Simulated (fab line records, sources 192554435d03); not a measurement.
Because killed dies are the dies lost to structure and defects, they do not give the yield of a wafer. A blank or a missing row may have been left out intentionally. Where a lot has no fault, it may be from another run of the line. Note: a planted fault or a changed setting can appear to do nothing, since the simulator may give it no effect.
Matching of chambers -- flow n5_finfet -- rie_diel-01 running N5_BEOL_M10_VIA_ETCH_34: 4 sister chambers
The step etches SiCOH lowk in C4F6/O2, target depth 184.5 nm, time 69.2 s. 16 wafers are shown with their chamber, then 8 later ones without.

== EACH WAFER AND ITS CHAMBER ==
wafer,chamber,throttle_valve_pct (%),rf_vpp_V (V),showerhead_plenum_p_Torr (Torr)
L075.2,3,21.23,656,2.84
L075.3,0,20.91,670,2.78
L075.6,0,20.91,669,2.78
L078.1,3,21.24,655,2.84
L078.4,1,21.13,662,2.82
L078.6,3,21.24,656,2.84
L080.1,3,21.25,655,2.84
L080.3,1,21.14,660,2.82
L080.5,3,21.26,655,2.84
L083.3,3,21.29,654,2.83
L083.4,0,20.96,670,2.76
L083.5,0,20.97,670,2.76
L087.1,2,20.61,680,2.90
L087.4,0,20.97,671,2.76
L087.6,2,20.60,680,2.90
L091.1,2,20.62,679,2.89

SIGNATURES (averages over the wafers above)
reading,chamber 0,chamber 1,chamber 2,chamber 3,scatter within a chamber
throttle_valve_pct,20.9440,21.1350,20.6100,21.2517,0.0232
rf_vpp_V,670.00,661.00,679.67,655.17,0.791
showerhead_plenum_p_Torr,2.7680,2.8200,2.8967,2.8383,0.00725
Rule: for each reading, subtract the chamber's mean from the wafer's reading, divide by that reading's scatter and square the result; add these up over the readings and take the root, which gives the wafer's distance from the chamber. The wafer belongs to the nearest chamber; if the next one is less than 2 further off, it can't be placed. The scatter: take each reading less its chamber's mean, square it, sum over the shown wafers, divide by the number of wafers less the number of chambers, and take the root.

== WAFERS WITHOUT THEIR CHAMBER ==
wafer,throttle_valve_pct (%),rf_vpp_V (V),showerhead_plenum_p_Torr (Torr)
L091.3,21.19,661,2.81
L091.6,21.19,662,2.81
L097.1,21.31,654,2.82
L097.2,21.19,661,2.80
L097.5,21.18,660,2.80
L095.4,21.29,654,2.82
L095.5,21.21,660,2.80
L095.6,20.63,679,2.89

== CHAMBER TAKEN BY EACH ==
wafer,from the rows above,in truth
L091.3,1,1
L091.6,1,1
L097.1,3,3
L097.2,1,1
L097.5,1,1
L095.4,3,3
L095.5,1,1
L095.6,2,2
Correctly placed: 8 of 8. Can't be placed from these rows: 0. Wrongly placed: 0.
